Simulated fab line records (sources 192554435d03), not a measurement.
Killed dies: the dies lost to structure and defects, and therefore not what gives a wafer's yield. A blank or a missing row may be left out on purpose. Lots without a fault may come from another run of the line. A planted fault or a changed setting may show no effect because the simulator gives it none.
2 desks looking at one fault :: flow n5_finfet :: each desk has only its own numbers; what lay behind them comes last

TOOL OWNER'S DESK, cmp-03
The tool's own readings at N5_BEOL_M15_CMP_49 (polishes, stops on SiO2, t overpolish 4.9 s, target thk 850 nm): means of the sampled wafers that have a number, for each lot that ran on this tool. The brackets show how far a lot's mean lies from the usual mean; more than 4 standard deviations puts the lot out of limits, marked OUT.
Columns: A = barrier_field_endpoint_s at N5_BEOL_M15_CMP_49, usual 11.41 s; B = motor_current_A at N5_BEOL_M15_CMP_49, usual 7.9 A; C = overpolish_run_s at N5_BEOL_M15_CMP_49, usual 4.901 s; D = platen_rpm at N5_BEOL_M15_CMP_49, usual 80.00 rpm; E = retaining_ring_pressure_frac at N5_BEOL_M15_CMP_49, usual 0.999
lot: L199
first seen here: day 12 20:07
A: 11.53
B: 7.7
C: 4.903
D: 79.99
E: 1.000

lot: L206
first seen here: day 15 03:05
A: 11.21
B: 7.6
C: 4.896
D: 81.05 (+20) OUT
E: 0.995
This desk's verdict: out of limits on L206, starting with L206 at day 15 03:05 (platen_rpm at N5_BEOL_M15_CMP_49). Within limits: L199.

THE DEFECT DESK
What the inspections along the route counted, lot by lot: means of the sampled wafers that have a number. The brackets show how far a lot's mean lies from the usual mean; more than 4 standard deviations puts the lot out of limits, marked OUT.
Columns: A = raw_defect_count at N5_BEOL_M15_INSPECT_30, usual 2.1
lot: L194
first seen here: day 11 08:19
A: 3.0

lot: L196
first seen here: day 11 17:46
A: 2.0

lot: L199
first seen here: day 12 18:13
A: 1.0

lot: L206
first seen here: day 14 23:13
A: 1.7

lot: L210
first seen here: day 15 13:28
A: 1.0

lot: L212
first seen here: day 16 01:14
A: 1.7

lot: L214
first seen here: day 16 18:07
A: 4.0

lot: L213
first seen here: day 16 19:10
A: 1.3

lot: L215
first seen here: day 17 19:23
A: 1.3

lot: L217
first seen here: day 18 04:02
A: 3.7
Finding of this desk: none of the 10 lots has anything out of limits.

BROUGHT TOGETHER
An alarm could have come from the tool owner's desk at day 15 03:05, on L206.
Nothing the defect desk looked at was out of limits.
The defect desk has L206 on record, within its limits.
Every lot named ran N5_BEOL_M15_CMP_49 on cmp-03.

WHAT THE SIMULATOR PUT IN
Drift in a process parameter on cmp-03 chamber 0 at N5_BEOL_M15_CMP_49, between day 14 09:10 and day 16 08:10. Setting platen_rpm, moved by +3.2, from 80. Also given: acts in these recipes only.
Lots struck among those shown: L206.
Each desk's first reading out of limits, in hours after the fault started: the tool owner's desk, 18.
